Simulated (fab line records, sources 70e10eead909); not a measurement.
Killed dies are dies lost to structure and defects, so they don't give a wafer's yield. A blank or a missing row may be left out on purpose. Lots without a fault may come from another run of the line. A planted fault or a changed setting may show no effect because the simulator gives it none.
A struck lot beside a sound one | flow nand_harc | 15 steps out of a route of 1159
Sound: wafers L556.2, L556.3, L556.5. Struck: wafer L567.3. (L567.5 of the same lot was not struck and is left out.) The cause comes at the end.
At each step with rows: each side's tool, then ch and its chambers, then its first start. Under that, the readings that differ: sound wafers | struck wafers | difference of the means | sigmas: that difference in standard deviations of wafers without a fault.
alike: readings whose means differ by less than 2 such deviations, and words and numbers that are the same on both sides. not compared: withheld readings, readings that some wafer has no value for, bounds like >300 that may hide the same value, and numbers for which the record gives no deviation and whose values overlap.
The two part at a step that has a row with sigmas, a row that says differs or no value, or rows on one side only. Numbers that don't overlap but have no deviation are shown without sigmas and don't part them. A reading that every wafer of one side lacks parts them only if that side has two wafers or more.

first, 1 step without rows for these wafers: NHARC_A_ONON_D1_DEP_03 (target thk 1000 nm).
NHARC_A_ONON_D1_THK_MEAS_05: measures by ellipsometry.
  sound on film_metro-01, day 8 21:52; struck on film_metro-01, day 11 12:46
  alike: thk_nm
then, 1 step without rows for these wafers: NHARC_A_ONON_D1_DEP_06 (target thk 1000 nm).
NHARC_A_ONON_D1_THK_MEAS_08: measures by ellipsometry.
  sound on film_metro-02, day 8 22:26; struck on film_metro-02, day 11 13:21
  reading     | sound       | struck | difference | sigmas
  thk_nm (nm) | 991 989 988 | 1009   | +20        | +3
then, 1 step without rows for these wafers: NHARC_A_ONON_D1_DEP_09 (target thk 1000 nm).
NHARC_A_ONON_D1_THK_MEAS_11: measures by ellipsometry.
  sound on film_metro-01, day 8 23:00; struck on film_metro-02, day 11 13:55
  alike: thk_nm
then, 1 step without rows for these wafers: NHARC_A_ONON_D1_DEP_12 (target thk 1000 nm).
NHARC_A_ONON_D1_THK_MEAS_14: measures by ellipsometry.
  sound on film_metro-01, day 8 23:34; struck on film_metro-02, day 11 14:31
  reading     | sound       | struck | difference | sigmas
  thk_nm (nm) | 998 998 997 | 1023   | +25        | +2
then, 2 steps without rows for these wafers: NHARC_A_ONON_D1_ANNEAL_15 (time 3600 s); NHARC_A_ONON_D1_DEP_16 (target thk 1000 nm).
NHARC_A_ONON_D1_THK_MEAS_18: measures by ellipsometry.
  sound on film_metro-02, day 9 06:40; struck on film_metro-02, day 12 00:17
  alike: thk_nm
NHARC_A_ONON_D1_DEP_19: target thk 1000 nm.
  sound on pecvd_onon-02 ch 0, day 9 06:47; struck on pecvd_onon-01 ch 0, day 12 00:27
  reading              | sound                | struck | difference | sigmas
  susceptor_temp_C (C) | 400.05 400.43 400.11 | 399.71 | -0.49      | -2
NHARC_A_ONON_D1_THK_MEAS_21: measures by ellipsometry.
  sound on film_metro-02, day 9 07:14; struck on film_metro-02, day 12 00:51
  reading     | sound       | struck | difference | sigmas
  thk_nm (nm) | 997 997 999 | 1534   | +536       | +54
then, 1 step without rows for these wafers: NHARC_A_ONON_D1_DEP_22 (target thk 1000 nm).
-- the record jumps here: 12 days lie between the struck wafers' starts before and after (it left off in module A_ONON_D1 and takes up again in module END, whose first step shown is number 1159 of the route) --
NHARC_END_SORT_01:
  the record has rows for the struck wafers here (prober-01 ch 0, day 24 03:32) and none for the sound ones

WHERE THEY PART
First at NHARC_A_ONON_D1_THK_MEAS_08; last, within this record, at NHARC_END_SORT_01.

WHY: what the simulator had put in
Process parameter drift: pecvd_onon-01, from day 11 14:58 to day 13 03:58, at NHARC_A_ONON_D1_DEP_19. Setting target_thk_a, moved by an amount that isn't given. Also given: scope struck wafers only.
